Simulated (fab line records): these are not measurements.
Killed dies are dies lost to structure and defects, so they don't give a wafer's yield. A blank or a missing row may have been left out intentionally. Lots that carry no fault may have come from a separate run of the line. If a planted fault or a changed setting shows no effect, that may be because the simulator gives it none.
Matching of chambers / flow nand harc / NHARC_P_BONDPAD_CMP_19 on cmp-04: 4 sister chambers
The step polishes, t overpolish 30 s, cu recess touch 16 s, target thk 160.81 nm. 8 wafers are shown with their chamber, then 7 later ones without.

## WAFERS, EACH WITH ITS CHAMBER
wafer=L084.1; chamber=2; motor current A (A)=12.8; overpolish run s (s)=29.999
wafer=L086.3; chamber=0; motor current A (A)=11.0; overpolish run s (s)=29.988
wafer=L086.6; chamber=0; motor current A (A)=10.8; overpolish run s (s)=30.007
wafer=L086.1; chamber=2; motor current A (A)=12.6; overpolish run s (s)=29.996
wafer=L086.4; chamber=3; motor current A (A)=12.2; overpolish run s (s)=29.995
wafer=L086.5; chamber=1; motor current A (A)=12.4; overpolish run s (s)=29.999
wafer=L087.1; chamber=3; motor current A (A)=12.8; overpolish run s (s)=30.001
wafer=L087.2; chamber=1; motor current A (A)=13.3; overpolish run s (s)=30.005

## WAFERS MISSING THEIR CHAMBER
wafer=L087.3; motor current A (A)=10.5; overpolish run s (s)=30.004
wafer=L094.1; motor current A (A)=11.2; overpolish run s (s)=29.976
wafer=L094.3; motor current A (A)=13.5; overpolish run s (s)=29.998
wafer=L094.4; motor current A (A)=12.8; overpolish run s (s)=30.011
wafer=L096.4; motor current A (A)=10.6; overpolish run s (s)=29.995
wafer=L096.5; motor current A (A)=12.7; overpolish run s (s)=30.000
wafer=L096.6; motor current A (A)=11.4; overpolish run s (s)=30.006

## WHICH CHAMBER EACH WENT THROUGH
wafer=L087.3; from the rows above=0; in truth=0
wafer=L094.1; from the rows above=can't be placed: 0 or 3 or 2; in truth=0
wafer=L094.3; from the rows above=can't be placed: 1 or 2 or 3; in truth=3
wafer=L094.4; from the rows above=can't be placed: 1 or 2 or 3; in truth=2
wafer=L096.4; from the rows above=0; in truth=0
wafer=L096.5; from the rows above=can't be placed: 2 or 1 or 3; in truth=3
wafer=L096.6; from the rows above=can't be placed: 0 or 3 or 2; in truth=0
2 of 7 placed correctly. These rows do not allow placing 5 (true chamber among the candidates in 5). Wrongly placed: 0.
How it was worked out, from the rows above alone: a wafer's distance from a chamber is the root of the sum, over the readings, of the square of ((its reading less the chamber's mean) divided by the reading's scatter). The wafer belongs to the nearest chamber; if the next one is less than 2 further off, it can't be placed. A chamber's mean is the mean of its shown wafers. The scatter: the root of (the sum of the squares of (reading less its chamber's mean) over the shown wafers, divided by (wafers less chambers)).
